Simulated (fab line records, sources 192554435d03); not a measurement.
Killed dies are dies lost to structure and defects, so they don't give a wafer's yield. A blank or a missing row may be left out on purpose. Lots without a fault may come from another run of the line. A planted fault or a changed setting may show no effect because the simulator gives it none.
Which tool did it? | flow n5_finfet | 24 lots, 72 wafers sampled, at 6 steps of a route of 1938

WHAT THE GAUGES READ, wafer by wafer
The record holds no reading of a measuring or inspecting step that can be judged against a usual standard deviation.

WHICH TOOL RAN EACH LOT (tool, then ch and the chambers of the sampled wafers, then the start)
lot  | N5_BEOL_M0_ANNEAL_117        | N5_BEOL_M1_ILD_DEP_00           | N5_BEOL_M1_DESCUM_33               | N5_BEOL_M1_SPUTTER_90        | N5_BEOL_M1_ANNEAL_91         | N5_BEOL_M1_ANNEAL_93
L074 | pvd_sputter-03, day 5 21:49  | pecvd-01 ch 0,1, day 5 23:18    | rie_diel-04 ch 0,2,3, day 6 01:37  | pvd_sputter-03, day 6 06:57  | pvd_sputter-03, day 6 07:02  | pvd_sputter-03, day 6 07:15
L075 | pvd_sputter-03, day 6 03:22  | pecvd-01 ch 0,1,2, day 6 04:49  | rie_diel-04 ch 0,3, day 6 08:08    | pvd_sputter-03, day 6 13:25  | pvd_sputter-03, day 6 13:30  | pvd_sputter-03, day 6 13:43
L076 | pvd_sputter-03, day 6 11:58  | pecvd-01 ch 0,1,2, day 6 13:25  | rie_diel-04 ch 1,2,3, day 6 17:55  | pvd_sputter-02, day 6 23:11  | pvd_sputter-02, day 6 23:16  | pvd_sputter-02, day 6 23:29
L077 | pvd_sputter-01, day 6 18:47  | pecvd-04 ch 0,1, day 6 20:22    | rie_diel-06 ch 1,2, day 7 01:28    | pvd_sputter-03, day 7 04:02  | pvd_sputter-03, day 7 04:07  | pvd_sputter-03, day 7 04:20
L078 | pvd_sputter-01, day 6 20:02  | pecvd-04 ch 0,2, day 6 21:31    | rie_diel-04 ch 1,2,3, day 7 02:32  | pvd_sputter-01, day 7 08:54  | pvd_sputter-01, day 7 08:59  | pvd_sputter-01, day 7 09:12
L079 | pvd_sputter-03, day 7 02:06  | pecvd-04 ch 0,1, day 7 03:47    | rie_diel-04 ch 0,2, day 7 06:20    | pvd_sputter-01, day 7 12:04  | pvd_sputter-01, day 7 12:08  | pvd_sputter-01, day 7 12:22
L080 | pvd_sputter-01, day 7 12:55  | pecvd-01 ch 1,2, day 7 14:47    | rie_diel-06 ch 0,3, day 7 19:53    | pvd_sputter-02, day 8 01:16  | pvd_sputter-02, day 8 01:20  | pvd_sputter-02, day 8 01:34
L081 | pvd_sputter-01, day 7 14:10  | pecvd-01 ch 0,1, day 7 16:19    | rie_diel-06 ch 0,1,2, day 7 20:05  | pvd_sputter-01, day 8 06:01  | pvd_sputter-01, day 8 06:07  | pvd_sputter-01, day 8 06:21
L082 | pvd_sputter-03, day 8 04:49  | pecvd-02 ch 0,1,2, day 8 06:12  | rie_diel-06 ch 1,2, day 8 08:52    | pvd_sputter-03, day 8 14:31  | pvd_sputter-03, day 8 14:35  | pvd_sputter-03, day 8 14:49
L083 | pvd_sputter-03, day 8 05:15  | pecvd-04 ch 0,1,2, day 8 06:50  | rie_diel-06 ch 0,1,2, day 8 09:03  | pvd_sputter-01, day 8 14:24  | pvd_sputter-01, day 8 14:29  | pvd_sputter-01, day 8 14:44
L084 | pvd_sputter-03, day 8 20:31  | pecvd-04 ch 1,2, day 8 21:55    | rie_diel-02 ch 0,3, day 9 00:22    | pvd_sputter-01, day 9 14:41  | pvd_sputter-01, day 9 14:51  | pvd_sputter-01, day 9 15:17
L085 | pvd_sputter-03, day 9 07:46  | pecvd-01 ch 0,1, day 9 09:10    | rie_diel-02 ch 0,3, day 9 11:46    | pvd_sputter-01, day 9 19:34  | pvd_sputter-01, day 9 19:44  | pvd_sputter-01, day 9 20:10
L086 | pvd_sputter-01, day 9 11:32  | pecvd-02 ch 0,2, day 9 13:19    | rie_diel-02 ch 0,1,2, day 9 17:35  | pvd_sputter-03, day 9 23:21  | pvd_sputter-03, day 9 23:26  | pvd_sputter-03, day 9 23:39
L088 | pvd_sputter-02, day 9 14:41  | pecvd-01 ch 0,1, day 9 16:06    | rie_diel-06 ch 0,2, day 9 18:04    | pvd_sputter-03, day 10 02:11 | pvd_sputter-03, day 10 02:16 | pvd_sputter-03, day 10 02:29
L087 | pvd_sputter-02, day 9 15:07  | pecvd-04 ch 0,1, day 9 16:31    | rie_diel-02 ch 0,1, day 9 18:39    | pvd_sputter-02, day 9 23:43  | pvd_sputter-02, day 9 23:48  | pvd_sputter-02, day 10 00:01
L089 | pvd_sputter-02, day 9 19:04  | pecvd-02 ch 0,1,2, day 9 20:37  | rie_diel-06 ch 0,3, day 9 23:04    | pvd_sputter-03, day 10 04:02 | pvd_sputter-03, day 10 04:07 | pvd_sputter-03, day 10 04:20
L090 | pvd_sputter-02, day 9 21:56  | pecvd-02 ch 0,2, day 9 23:20    | rie_diel-04 ch 0,1,3, day 10 02:01 | pvd_sputter-02, day 10 10:42 | pvd_sputter-02, day 10 10:47 | pvd_sputter-02, day 10 11:00
L091 | pvd_sputter-01, day 10 07:10 | pecvd-01 ch 0,1, day 10 08:36   | rie_diel-06 ch 0,1,3, day 10 10:29 | pvd_sputter-02, day 10 14:17 | pvd_sputter-02, day 10 14:22 | pvd_sputter-02, day 10 14:35
L092 | pvd_sputter-02, day 10 11:31 | pecvd-01 ch 1,2, day 10 12:56   | rie_diel-06 ch 0,2,3, day 10 16:47 | pvd_sputter-03, day 10 23:44 | pvd_sputter-03, day 10 23:49 | pvd_sputter-03, day 11 00:02
L093 | pvd_sputter-03, day 10 19:41 | pecvd-01 ch 0,1,2, day 10 21:18 | rie_diel-06 ch 0,2,3, day 11 00:46 | pvd_sputter-03, day 11 04:44 | pvd_sputter-03, day 11 04:49 | pvd_sputter-03, day 11 05:02
L094 | pvd_sputter-01, day 11 02:14 | pecvd-02 ch 1,2, day 11 03:38   | rie_diel-06 ch 1,3, day 11 07:49   | pvd_sputter-01, day 11 13:32 | pvd_sputter-01, day 11 13:37 | pvd_sputter-01, day 11 13:50
L095 | pvd_sputter-01, day 11 03:49 | pecvd-01 ch 1,2, day 11 05:12   | rie_diel-06 ch 0,2, day 11 08:04   | pvd_sputter-03, day 11 13:43 | pvd_sputter-03, day 11 13:47 | pvd_sputter-03, day 11 14:01
L096 | pvd_sputter-02, day 11 08:08 | pecvd-02 ch 0,1,2, day 11 10:01 | rie_diel-02 ch 1,2, day 11 12:47   | pvd_sputter-03, day 12 04:07 | pvd_sputter-03, day 12 04:11 | pvd_sputter-03, day 12 04:25
L097 | pvd_sputter-01, day 11 19:22 | pecvd-02 ch 0,1,2, day 11 20:46 | rie_diel-04 ch 1,2,3, day 12 04:27 | pvd_sputter-03, day 12 15:33 | pvd_sputter-03, day 12 15:38 | pvd_sputter-03, day 12 15:51
- N5_BEOL_M0_ANNEAL_117: time 60 s.
- N5_BEOL_M1_ILD_DEP_00: deposits SiOC from DEMS/O2, target thk 79 nm, time 15.3 s.
- N5_BEOL_M1_DESCUM_33: chemistry O2, time 7 s.
- N5_BEOL_M1_SPUTTER_90: material Cu, target thk 4.5 nm, time 8.29 s.
- N5_BEOL_M1_ANNEAL_91: time 240 s.
- N5_BEOL_M1_ANNEAL_93: time 240 s.

WHAT THE TOOLS THEMSELVES READ (means of the sampled wafers that have a number; where no wafer has one, the mark that the record gives instead)
N5_BEOL_M0_ANNEAL_117.
lot  | tool           | heater_power_w (W)
L074 | pvd_sputter-03 | 887
L075 | pvd_sputter-03 | 813
L076 | pvd_sputter-03 | 734
L077 | pvd_sputter-01 | 770
L078 | pvd_sputter-01 | 848
L079 | pvd_sputter-03 | 805
L080 | pvd_sputter-01 | 876
L081 | pvd_sputter-01 | 845
L082 | pvd_sputter-03 | 825
L083 | pvd_sputter-03 | 811
L084 | pvd_sputter-03 | 738
L085 | pvd_sputter-03 | 691
L086 | pvd_sputter-01 | 816
L088 | pvd_sputter-02 | 839
L087 | pvd_sputter-02 | 745
L089 | pvd_sputter-02 | 803
L090 | pvd_sputter-02 | 792
L091 | pvd_sputter-01 | 797
L092 | pvd_sputter-02 | 774
L093 | pvd_sputter-03 | 792
L094 | pvd_sputter-01 | 835
L095 | pvd_sputter-01 | 864
L096 | pvd_sputter-02 | 773
L097 | pvd_sputter-01 | 869

N5_BEOL_M1_ILD_DEP_00.
lot  | tool     | chamber_pressure_Torr (Torr) | heater_power_w (W) | rf_fwd_power_W (W) | showerhead_plenum_p_Torr (Torr) | throttle_valve_pct (%)
L074 | pecvd-01 | 4.997                        | 412                | 495.9              | 5.694                           | 12.2
L075 | pecvd-01 | 5.008                        | 434                | 495.5              | 5.694                           | 11.5
L076 | pecvd-01 | 5.014                        | 422                | 495.5              | 5.700                           | 11.4
L077 | pecvd-04 | 4.996                        | 430                | 494.2              | 5.693                           | 12.5
L078 | pecvd-04 | 5.000                        | 390                | 492.0              | 5.677                           | 12.8
L079 | pecvd-04 | 5.004                        | 355                | 495.7              | 5.692                           | 12.7
L080 | pecvd-01 | 4.988                        | 480                | 494.6              | 5.697                           | 11.3
L081 | pecvd-01 | 5.001                        | 415                | 495.1              | 5.706                           | 12.3
L082 | pecvd-02 | 5.002                        | 481                | 493.6              | 5.686                           | 12.1
L083 | pecvd-04 | 5.006                        | 381                | 491.5              | 5.683                           | 12.5
L084 | pecvd-04 | 5.001                        | 402                | 493.6              | 5.689                           | 12.6
L085 | pecvd-01 | 4.993                        | 437                | 496.4              | 5.695                           | 12.3
L086 | pecvd-02 | 5.001                        | 536                | 494.0              | 5.691                           | 12.2
L088 | pecvd-01 | 4.992                        | 468                | 494.3              | 5.684                           | 11.8
L087 | pecvd-04 | 5.005                        | 413                | 495.0              | 5.689                           | 12.5
L089 | pecvd-02 | 5.000                        | 486                | 492.2              | 5.694                           | 12.2
L090 | pecvd-02 | 5.001                        | 483                | 493.8              | 5.683                           | 12.3
L091 | pecvd-01 | 4.996                        | 442                | 496.1              | 5.683                           | 11.8
L092 | pecvd-01 | 4.992                        | 404                | 495.7              | 5.706                           | 12.1
L093 | pecvd-01 | 5.010                        | 451                | 497.3              | 5.691                           | 11.7
L094 | pecvd-02 | 4.997                        | 481                | 494.5              | 5.693                           | 11.8
L095 | pecvd-01 | 5.009                        | 457                | 495.9              | 5.700                           | 12.1
L096 | pecvd-02 | 4.995                        | 517                | 491.4              | 5.688                           | 12.2
L097 | pecvd-02 | 5.003                        | 507                | 493.5              | 5.690                           | 12.2

N5_BEOL_M1_DESCUM_33.
lot  | tool        | bias_power_w (W) | drypump_motor_current_A (A) | oes_product_au (a.u.) | rf_fwd_power_W (W) | rf_vpp_V (V) | showerhead_plenum_p_Torr (Torr) | throttle_valve_pct (%)
L074 | rie_diel-04 | 19.97            | 5.6                         | 0.78                  | 49.56              | 242.5        | 2.10                            | 20.50
L075 | rie_diel-04 | 19.96            | 5.5                         | 0.78                  | 49.49              | 244.1        | 2.15                            | 20.56
L076 | rie_diel-04 | 20.01            | 5.4                         | 0.72                  | 49.41              | 242.9        | 2.09                            | 20.54
L077 | rie_diel-06 | 20.01            | 5.9                         | 0.80                  | 49.62              | 243.5        | 2.09                            | 20.52
L078 | rie_diel-04 | 20.01            | 5.4                         | 0.72                  | 49.45              | 243.6        | 2.09                            | 20.54
L079 | rie_diel-04 | 20.03            | 5.6                         | 0.82                  | 49.53              | 243.0        | 2.05                            | 20.48
L080 | rie_diel-06 | 19.97            | 5.3                         | 0.83                  | 49.07              | 245.3        | 2.20                            | 20.19
L081 | rie_diel-06 | 20.02            | 5.7                         | 0.79                  | 49.56              | 243.0        | 2.11                            | 20.51
L082 | rie_diel-06 | 20.02            | 5.6                         | 0.82                  | 49.72              | 242.3        | 2.06                            | 20.57
L083 | rie_diel-06 | 19.95            | 5.7                         | 0.79                  | 49.36              | 242.3        | 2.11                            | 20.51
L084 | rie_diel-02 | 20.01            | 5.4                         | 0.81                  | 49.36              | 244.4        | 2.19                            | 20.78
L085 | rie_diel-02 | 20.02            | 5.1                         | 0.75                  | 49.50              | 242.4        | 2.13                            | 20.82
L086 | rie_diel-02 | 20.02            | 5.5                         | 0.78                  | 49.27              | 243.6        | 2.08                            | 20.60
L088 | rie_diel-06 | 20.02            | 5.8                         | 0.75                  | 49.45              | 244.2        | 2.15                            | 20.49
L087 | rie_diel-02 | 20.03            | 5.6                         | 0.71                  | 49.62              | 242.7        | 2.09                            | 20.80
L089 | rie_diel-06 | 19.93            | 5.5                         | 0.77                  | 49.25              | 244.1        | 2.18                            | 20.34
L090 | rie_diel-04 | 20.04            | 5.3                         | 0.74                  | 49.48              | 242.8        | 2.10                            | 20.62
L091 | rie_diel-06 | 20.01            | 5.4                         | 0.81                  | 49.25              | 244.1        | 2.13                            | 20.40
L092 | rie_diel-06 | 19.99            | 5.6                         | 0.78                  | 49.30              | 243.8        | 2.16                            | 20.35
L093 | rie_diel-06 | 20.10            | 5.6                         | 0.78                  | 49.42              | 244.1        | 2.16                            | 20.35
L094 | rie_diel-06 | 20.04            | 5.3                         | 0.84                  | 49.40              | 244.3        | 2.14                            | 20.28
L095 | rie_diel-06 | 20.04            | 5.8                         | 0.74                  | 49.42              | 243.8        | 2.15                            | 20.48
L096 | rie_diel-02 | 19.99            | 5.9                         | 0.83                  | 49.24              | 243.1        | 2.07                            | 20.38
L097 | rie_diel-04 | 20.01            | 5.4                         | 0.79                  | 49.66              | 243.4        | 2.08                            | 20.44

N5_BEOL_M1_SPUTTER_90.
lot  | tool           | throttle_valve_pct (%)
L074 | pvd_sputter-03 | 30.8
L075 | pvd_sputter-03 | 30.1
L076 | pvd_sputter-02 | 30.0
L077 | pvd_sputter-03 | 30.0
L078 | pvd_sputter-01 | 30.1
L079 | pvd_sputter-01 | 30.6
L080 | pvd_sputter-02 | 29.7
L081 | pvd_sputter-01 | 30.8
L082 | pvd_sputter-03 | 29.6
L083 | pvd_sputter-01 | 30.2
L084 | pvd_sputter-01 | 29.5
L085 | pvd_sputter-01 | 29.8
L086 | pvd_sputter-03 | 29.7
L088 | pvd_sputter-03 | 29.6
L087 | pvd_sputter-02 | 31.0
L089 | pvd_sputter-03 | 30.2
L090 | pvd_sputter-02 | 30.0
L091 | pvd_sputter-02 | 30.6
L092 | pvd_sputter-03 | 30.7
L093 | pvd_sputter-03 | 30.1
L094 | pvd_sputter-01 | 29.7
L095 | pvd_sputter-03 | 29.9
L096 | pvd_sputter-03 | 29.0
L097 | pvd_sputter-03 | 29.1

N5_BEOL_M1_ANNEAL_91.
lot  | tool           | heater_power_w (W)
L074 | pvd_sputter-03 | 704
L075 | pvd_sputter-03 | 811
L076 | pvd_sputter-02 | 795
L077 | pvd_sputter-03 | 736
L078 | pvd_sputter-01 | 832
L079 | pvd_sputter-01 | 889
L080 | pvd_sputter-02 | 819
L081 | pvd_sputter-01 | 897
L082 | pvd_sputter-03 | 866
L083 | pvd_sputter-01 | 861
L084 | pvd_sputter-01 | 846
L085 | pvd_sputter-01 | 788
L086 | pvd_sputter-03 | 785
L088 | pvd_sputter-03 | 698
L087 | pvd_sputter-02 | 746
L089 | pvd_sputter-03 | 820
L090 | pvd_sputter-02 | 795
L091 | pvd_sputter-02 | 728
L092 | pvd_sputter-03 | 792
L093 | pvd_sputter-03 | 740
L094 | pvd_sputter-01 | 818
L095 | pvd_sputter-03 | 819
L096 | pvd_sputter-03 | 811
L097 | pvd_sputter-03 | 753

N5_BEOL_M1_ANNEAL_93.
lot  | tool           | heater_power_w (W)
L074 | pvd_sputter-03 | 714
L075 | pvd_sputter-03 | 816
L076 | pvd_sputter-02 | 784
L077 | pvd_sputter-03 | 735
L078 | pvd_sputter-01 | 837
L079 | pvd_sputter-01 | 893
L080 | pvd_sputter-02 | 806
L081 | pvd_sputter-01 | 882
L082 | pvd_sputter-03 | 868
L083 | pvd_sputter-01 | 854
L084 | pvd_sputter-01 | 844
L085 | pvd_sputter-01 | 786
L086 | pvd_sputter-03 | 785
L088 | pvd_sputter-03 | 699
L087 | pvd_sputter-02 | 737
L089 | pvd_sputter-03 | 815
L090 | pvd_sputter-02 | 794
L091 | pvd_sputter-02 | 738
L092 | pvd_sputter-03 | 793
L093 | pvd_sputter-03 | 733
L094 | pvd_sputter-01 | 818
L095 | pvd_sputter-03 | 809
L096 | pvd_sputter-03 | 804
L097 | pvd_sputter-03 | 773

THE ANSWER, worked out from the rows above alone
Rule: what is usual is taken from the lots themselves. Put in order of their means at a reading, lots are off if they are a third of the lots or fewer, leave a main group of 4 or more, and stand apart from it by a gap of 3 or more times the standard deviation of the main group's means; of several such gaps the widest counts. A main group whose means are all the same, to the digits that the tables above print for the reading, isn't used. A lot without any number at a reading at which 4 lots or more have one is off too. The other lots that the step has rows for count as sound. The gauges are gone through in route order, then the tools' own readings, and for those a lot's mean is taken as printed above. The first step at which some lot is off is used, and at that step the reading that is off furthest; a lot without a number counts as furthest.
No lot is off at any reading shown: from this, nothing can be told.

WHAT THE SIMULATOR HAD PUT IN
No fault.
